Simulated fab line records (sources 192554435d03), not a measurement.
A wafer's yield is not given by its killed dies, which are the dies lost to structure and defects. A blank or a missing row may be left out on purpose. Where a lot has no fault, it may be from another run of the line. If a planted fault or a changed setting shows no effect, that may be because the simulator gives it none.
Which tool did it? ; flow n5_finfet ; Sampling: 22 lots, 66 wafers, 4 of 1938 route steps

WHAT EACH GAUGE READ, for each wafer
N5_MOL_CONTACT_COAG_OVL_MEAS_41.
lot;measured;on;VD_OVL (nm)
L074;day 5 03:56;overlay-01;-0.5 0.4 0.7
L075;day 5 06:59;overlay-01;-0.2 0.5 0.5
L076;day 5 12:52;overlay-01;-0.4 0.6 -0.8
L077;day 5 20:42;overlay-02;0.2 1.1 0.4
L078;day 6 02:31;overlay-01;0.8 0.3 0.6
L079;day 6 10:06;overlay-01;0.1 -0.2 0.3
L080;day 6 17:43;overlay-01;-0.1 -0.2 0.4
L081;day 6 23:07;overlay-02;0.6 0.5 0.5
L082;day 7 08:58;overlay-02;1.3 0.7 0.1
L083;day 7 12:05;overlay-01;-0.4 -0.1 0.6
L084;day 7 14:22;overlay-02;0.3 1.0 1.0
L085;day 8 00:04;overlay-01;-0.4 -0.9 0.4
L086;day 8 03:40;overlay-02;-0.7 1.2 0.1
L087;day 8 12:04;overlay-02;0.5 0.0 -0.3
L088;day 8 12:20;overlay-02;-1.1 0.0 0.1
L089;day 8 23:52;overlay-02;0.9 1.4 1.1
L092;day 9 14:37;overlay-02;-0.4 -0.9 -0.6
L093;day 9 21:03;overlay-02;-0.6 -0.3 0.3
L094;day 10 02:43;overlay-02;-0.1 -0.4 -0.3
L095;day 10 14:10;overlay-01;-0.2 0.8 0.7
L096;day 10 20:01;overlay-02;-0.3 0.0 0.4
L097;day 11 03:50;overlay-01;1.9 0.9 1.7

N5_BEOL_M0_SAQP_OVL_MEAS_15.
lot;measured;on;M0_CORE_OVL (nm)
L074;day 5 12:17;overlay-02;0.2 0.7 -0.6
L075;day 5 15:47;overlay-02;0.4 0.0 -0.2
L076;day 5 20:16;overlay-02;0.3 -0.8 0.9
L077;day 6 05:14;overlay-02;0.0 -0.3 0.1
L078;day 6 10:08;overlay-01;-0.4 0.6 -1.2
L079;day 6 18:20;overlay-01;0.7 1.3 0.0
L080;day 6 23:55;overlay-02;-0.6 0.1 -0.1
L081;day 7 05:41;overlay-01;-0.3 0.3 0.0
L082;day 7 16:11;overlay-02;-0.7 -2.0 -2.0
L083;day 7 19:52;overlay-01;-0.4 0.4 0.9
L084;day 7 21:12;overlay-02;-1.8 -1.3 -2.1
L085;day 8 07:29;overlay-01;-1.4 0.0 -1.0
L086;day 8 12:53;overlay-02;-0.3 -1.1 -0.3
L087;day 8 19:29;overlay-01;2.0 -0.3 -0.2
L088;day 8 23:00;overlay-02;-0.7 0.2 0.4
L089;day 9 06:47;overlay-02;0.4 1.8 0.4
L092;day 9 21:45;overlay-01;1.9 -0.1 1.2
L093;day 10 03:22;overlay-01;-0.6 -0.7 0.2
L094;day 10 09:14;overlay-01;-2.3 -1.6 -1.8
L095;day 10 20:37;overlay-02;0.7 0.6 0.8
L096;day 11 02:22;overlay-02;-0.6 0.1 0.3
L097;day 11 10:13;overlay-02;0.3 0.3 0.8

EACH LOT AND THE TOOL THAT RAN IT (in order: tool; ch and the chambers of the sampled wafers; start)
lot;N5_BEOL_M0_SAQP_ILD_DEP_01;N5_BEOL_M0_SAQP_PECVD_96
L074;pecvd-04 ch 0,2, day 5 10:25;pecvd-03 ch 0,1,2, day 5 11:35
L075;pecvd-04 ch 0,1,2, day 5 13:25;pecvd-03 ch 0,1,2, day 5 15:05
L076;pecvd-02 ch 0,2, day 5 18:07;pecvd-02 ch 0,1, day 5 19:34
L077;pecvd-03 ch 1,2, day 6 01:50;pecvd-03 ch 0,1,2, day 6 03:40
L078;pecvd-03 ch 0,1,2, day 6 07:36;pecvd-03 ch 0,1,2, day 6 09:26
L079;pecvd-02 ch 0,1, day 6 15:10;pecvd-03 ch 1,2, day 6 17:38
L080;pecvd-02 ch 0,2, day 6 23:01;pecvd-02 ch 0,1,2, day 6 23:14
L081;pecvd-04 ch 0,1,2, day 7 04:11;pecvd-02 ch 0,2, day 7 05:00
L082;pecvd-02 ch 0,1,2, day 7 14:04;pecvd-04 ch 0,1,2, day 7 15:29
L083;pecvd-02 ch 1,2, day 7 17:08;pecvd-03 ch 1,2, day 7 19:10
L084;pecvd-03 ch 0,1, day 7 20:10;pecvd-02 ch 0,1,2, day 7 20:30
L085;pecvd-02 ch 0,1, day 8 05:23;pecvd-04 ch 0,1,2, day 8 06:48
L086;pecvd-04 ch 0,1,2, day 8 09:08;pecvd-02 ch 0,1,2, day 8 12:11
L087;pecvd-02 ch 1,2, day 8 17:27;pecvd-04 ch 1,2, day 8 18:47
L088;pecvd-02 ch 0,1,2, day 8 20:27;pecvd-04 ch 0,1,2, day 8 22:18
L089;pecvd-03 ch 1,2, day 9 05:10;pecvd-04 ch 0,1,2, day 9 06:05
L092;pecvd-04 ch 0,1,2, day 9 19:50;pecvd-02 ch 0,1,2, day 9 21:10
L093;pecvd-03 ch 0,1, day 10 02:23;pecvd-03 ch 0,1, day 10 02:37
L094;pecvd-02 ch 0,1,2, day 10 07:48;pecvd-04 ch 0,1,2, day 10 08:40
L095;pecvd-02 ch 0,1, day 10 19:15;pecvd-04 ch 1,2, day 10 19:56
L096;pecvd-03 ch 1,2, day 11 01:14;pecvd-03 ch 0,1, day 11 01:47
L097;pecvd-04 ch 0,1,2, day 11 08:56;pecvd-03 ch 0,2, day 11 09:39
- N5_BEOL_M0_SAQP_ILD_DEP_01: deposits SiOC from DEMS/O2, target thk 45.419 nm, time 8.7 s.
- N5_BEOL_M0_SAQP_PECVD_96: deposits a-Si from SiH4/He, target thk 45 nm, time 45.2 s.

AS READ BY THE TOOLS THEMSELVES (means over the sampled wafers that have a number; for cases with no such wafer, the mark the record gives instead)
N5_BEOL_M0_SAQP_ILD_DEP_01.
lot;tool;heater_power_w (W);rf_fwd_power_W (W);showerhead_plenum_p_Torr (Torr);throttle_valve_pct (%)
L074;pecvd-04;561;495;5.689;11.8
L075;pecvd-04;560;494;5.689;11.6
L076;pecvd-02;571;489;5.695;12.0
L077;pecvd-03;460;493;5.673;12.0
L078;pecvd-03;428;491;5.682;12.5
L079;pecvd-02;438;489;5.688;12.0
L080;pecvd-02;615;491;5.687;11.6
L081;pecvd-04;583;494;5.690;11.6
L082;pecvd-02;528;489;5.694;12.0
L083;pecvd-02;574;490;5.695;11.8
L084;pecvd-03;495;490;5.678;12.9
L085;pecvd-02;501;489;5.700;12.2
L086;pecvd-04;581;493;5.685;11.6
L087;pecvd-02;462;492;5.699;11.8
L088;pecvd-02;514;490;5.690;11.9
L089;pecvd-03;400;493;5.679;11.8
L092;pecvd-04;563;492;5.682;11.8
L093;pecvd-03;475;490;5.672;13.0
L094;pecvd-02;500;490;5.691;11.9
L095;pecvd-02;459;491;5.694;12.0
L096;pecvd-03;384;494;5.675;11.2
L097;pecvd-04;578;493;5.684;11.7

N5_BEOL_M0_SAQP_PECVD_96.
lot;tool;heater_power_w (W);rf_fwd_power_W (W);showerhead_plenum_p_Torr (Torr);throttle_valve_pct (%)
L074;pecvd-03;600;98.8;5.61;18.9
L075;pecvd-03;574;98.9;5.60;19.0
L076;pecvd-02;600;98.8;5.65;18.4
L077;pecvd-03;597;98.9;5.61;18.9
L078;pecvd-03;602;99.3;5.62;19.0
L079;pecvd-03;583;99.3;5.61;18.1
L080;pecvd-02;680;98.7;5.66;18.1
L081;pecvd-02;652;98.7;5.66;18.1
L082;pecvd-04;750;99.0;5.64;17.8
L083;pecvd-03;543;99.3;5.60;18.4
L084;pecvd-02;663;98.6;5.65;17.9
L085;pecvd-04;727;99.3;5.63;17.7
L086;pecvd-02;601;99.0;5.67;18.2
L087;pecvd-04;753;99.1;5.60;17.5
L088;pecvd-04;733;99.1;5.63;17.9
L089;pecvd-04;730;99.7;5.64;18.0
L092;pecvd-02;621;98.8;5.66;18.1
L093;pecvd-03;614;98.6;5.60;19.9
L094;pecvd-04;733;99.0;5.64;17.9
L095;pecvd-04;767;99.4;5.62;17.7
L096;pecvd-03;636;99.0;5.63;19.9
L097;pecvd-03;552;98.8;5.59;17.2

THE ANSWER, worked out from the rows above alone
Rule: what is usual is taken from the lots themselves. The widest of any qualifying gaps counts: lots, ordered by their means at a reading, are off when they make up no more than a third of the lots, leave a main group of 4 or more, and stand apart from it by 3 or more times the standard deviation of that group's means. A main group whose means are all the same, to the digits that the tables above print for the reading, isn't used. A lot without any number at a reading at which 4 lots or more have one is off too. Any other lot the step has rows for is counted as sound. First the gauges in route order, then the tools' own readings, where a lot's mean is used as printed above. At the first step where some lot is off, the reading lying furthest off is the one used; lots without a number count as furthest.
Across all readings shown, no lot is off: no conclusion can be drawn from this.

WHAT THE SIMULATOR HAD PUT IN
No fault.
